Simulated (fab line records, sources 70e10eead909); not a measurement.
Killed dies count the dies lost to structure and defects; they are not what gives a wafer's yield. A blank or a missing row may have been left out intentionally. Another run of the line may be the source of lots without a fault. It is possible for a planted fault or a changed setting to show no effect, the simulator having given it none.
Comparing a struck lot with a sound one	flow nandHarc	15 out of 1159 route steps
Sound: these wafers, L852.2, L852.3, L852.5. Struck: wafers L866.3, L866.4, L866.5. At the end, the cause is stated.
For every step that has rows: the tool of each side, followed by ch and its chambers, followed by its first start. Under that, the readings that differ: sound wafers	struck wafers	difference of the means	sigmas: that difference in standard deviations of wafers without a fault.
alike: same words and numbers on both sides, and readings whose means sit less than 2 such deviations apart. not compared: any withheld reading, any reading some wafer has no value for, any bound like >300 that may hide the same value, and any number with overlapping values for which the record gives no deviation.
Wherever a step has rows on one side only, a row that says differs or no value, or a row with sigmas, the two part there. When numbers do not overlap yet have no deviation, they are printed without sigmas and do not part them. A reading that every wafer of one side lacks parts them only if that side has two wafers or more.

NHARC_A_CHANNEL_HOLE_D1_CD_MEAS_30:
  sound: cdSem-01 at day 9 15:08; struck: cdSem-02 at day 13 14:13
  alike: cdNm
then, 1 step without rows for these wafers: NHARC_A_CHANNEL_HOLE_D1_XSEM_31.
NHARC_A_CHANNEL_HOLE_D1_INSPECT_40:
  sound: defectInspect-01 at day 9 15:20; struck: defectInspect-01 at day 13 14:23
  alike: rawDefectCount
then, 2 steps without rows for these wafers: NHARC_A_CHANNEL_FILL_D1_PRECLEAN_00 (cleans in SC1); NHARC_A_CHANNEL_FILL_D1_SRD_01.
NHARC_A_CHANNEL_FILL_D1_ALD_02: deposits SiO2, target thk 6 nm, pulse time 10 s, ald cycles 60.
  sound on aldHk-02 ch 0,2, day 9 15:35; struck on aldHk-01 ch 0,2, day 13 14:36
  alike: heaterPowerW, precursorPulseHeightRel
NHARC_A_CHANNEL_FILL_D1_ALD_03: deposits SiNx, target thk 6 nm, pulse time 60 s, ald cycles 58.
  sound: aldSinBatch-02 ch 0; struck: aldSinBatch-03 ch 0
reading	sound	struck	difference	sigmas
precursorPulseHeightRel	0.981 1.010 0.976	1.017 1.040 1.031	+0.040	+2
NHARC_A_CHANNEL_FILL_D1_ALD_14: deposits SiO2, target thk 2.5 nm, pulse time 10 s, ald cycles 25.
  sound on aldHk-01 ch 0,1,2, day 9 22:33; struck on aldHk-02 ch 0,2, day 13 21:36
  alike: heaterPowerW, precursorPulseHeightRel
NHARC_A_CHANNEL_FILL_D1_ALD_15: deposits SiNx, target thk 2 nm, pulse time 60 s, ald cycles 19.
  sound: aldSinBatch-02 ch 0; struck: aldSinBatch-02 ch 0
  alike: precursorPulseHeightRel
then, 3 steps without rows for these wafers: NHARC_A_CHANNEL_FILL_D1_ALD_16 (deposits SiO2, target thk 1.5 nm, pulse time 10 s, ald cycles 15); NHARC_A_CHANNEL_FILL_D1_ANNEAL_17 (time 1800 s); NHARC_A_CHANNEL_FILL_D1_CVD_18 (deposits poly-Si, target thk 3 nm).
NHARC_A_CHANNEL_FILL_D1_ETCHBACK_19: etches the open film in HBr/Cl2, target depth 5 nm, time 1.7 s.
  sound on rieSi-01 ch 0,1,2, day 10 15:51; struck on rieSi-01 ch 2,3, day 14 14:38
  no value came back on the struck wafers for any of 5 readings (biasW (W), chamberPressureMTorr (mTorr) and others); on the sound wafers biasW (W) reads 100.3 100.3 99.8
  not compared: rfHoursCounterH
NHARC_A_CHANNEL_FILL_D1_ETCHBACK_20: etches the open film in C4F8/O2/Ar, target depth 27 nm, time 13.5 s.
  sound on rieDiel-09 ch 1,2,3, day 10 15:58; struck on rieDiel-09 ch 2,3, day 14 14:45
reading	sound	struck	difference	sigmas
biasW (W)	1497 1500 1505	1490 1495 1489	-9	-2
  alike: chamberPressureMTorr, oesProductAu, rfVppV
  not compared: rfHoursCounterH
-- jump in the record: it breaks off in module A_CHANNEL_FILL_D1 and resumes in module END (first step shown: number 1159 of the route), and 10 days separate the struck wafers' starts before and after --
NHARC_END_SORT_01:
  here the record holds rows for the struck wafers (prober-01 ch 0, day 24 16:16) but none for the sound ones

== WHERE THEY PART ==
Earliest at NHARC_A_CHANNEL_FILL_D1_ALD_03; latest, in this record, at NHARC_END_SORT_01.

WHY: what had been put in by the simulator
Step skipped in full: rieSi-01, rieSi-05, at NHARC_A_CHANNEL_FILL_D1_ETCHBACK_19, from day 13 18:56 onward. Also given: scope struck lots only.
